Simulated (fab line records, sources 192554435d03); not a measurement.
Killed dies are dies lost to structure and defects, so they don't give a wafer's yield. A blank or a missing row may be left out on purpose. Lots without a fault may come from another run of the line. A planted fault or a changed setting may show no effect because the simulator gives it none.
One fault seen from 2 desks | flow n5_finfet | each desk has only its own numbers; what lay behind them comes last

THE TOOL OWNER'S DESK: rie_diel-04
The tool's own readings at N5_GATE_CUT_ETCH_58 (etches SiNx in CH3F/O2, target depth 17 nm, time 128.6 s): means of the sampled wafers that have a number, for each lot that ran on this tool. A lot is out of limits, marked OUT, if its mean lies more than 4 standard deviations from the usual mean; the brackets give that distance.
Columns: A = drypump_motor_current_A at N5_GATE_CUT_ETCH_58, usual 5.8 A; B = oes_product_au at N5_GATE_CUT_ETCH_58, usual 0.80 a.u.; C = rf_vpp_V at N5_GATE_CUT_ETCH_58, usual 99.0 V; D = showerhead_plenum_p_Torr at N5_GATE_CUT_ETCH_58, usual 1.99 Torr; E = throttle_valve_pct at N5_GATE_CUT_ETCH_58, usual 16.31 %
lot  | first seen here | A   | B    | C    | D    | E
L290 | day 4 07:44     | 5.4 | 0.90 | 99.2 | 1.97 | 16.22
L299 | day 6 16:35     | 5.5 | 0.79 | 98.1 | 1.92 | 16.30
L301 | day 7 04:58     | 5.3 | 0.80 | 99.2 | 1.95 | 16.33
This desk's finding: nothing out of limits on any of the 3 lots.

THE METROLOGY DESK
What the gauges read, lot by lot, whatever tool the lot ran on: means of the sampled wafers that have a number. A lot is out of limits, marked OUT, if its mean lies more than 4 standard deviations from the usual mean; the brackets give that distance.
Columns: A = PAD_OVL at N5_PASSIVATION_OVL_MEAS_63, usual -2 nm
lot  | first seen here | A
L291 | day 14 00:02    | -2
L290 | day 14 08:58    | 3
L293 | day 14 09:41    | -5
L294 | day 14 19:35    | -9
L297 | day 15 05:09    | -1
L295 | day 15 07:31    | 6
L296 | day 15 08:11    | -4
L301 | day 15 16:11    | 4
L299 | day 16 00:14    | 2
L311 | day 18 17:23    | 2
L313 | day 19 13:27    | -2
This desk's finding: nothing out of limits on any of the 11 lots.

PUT TOGETHER
The tool owner's desk saw nothing out of limits.
The metrology desk saw nothing out of limits.

WHAT THE SIMULATOR HAD PUT IN
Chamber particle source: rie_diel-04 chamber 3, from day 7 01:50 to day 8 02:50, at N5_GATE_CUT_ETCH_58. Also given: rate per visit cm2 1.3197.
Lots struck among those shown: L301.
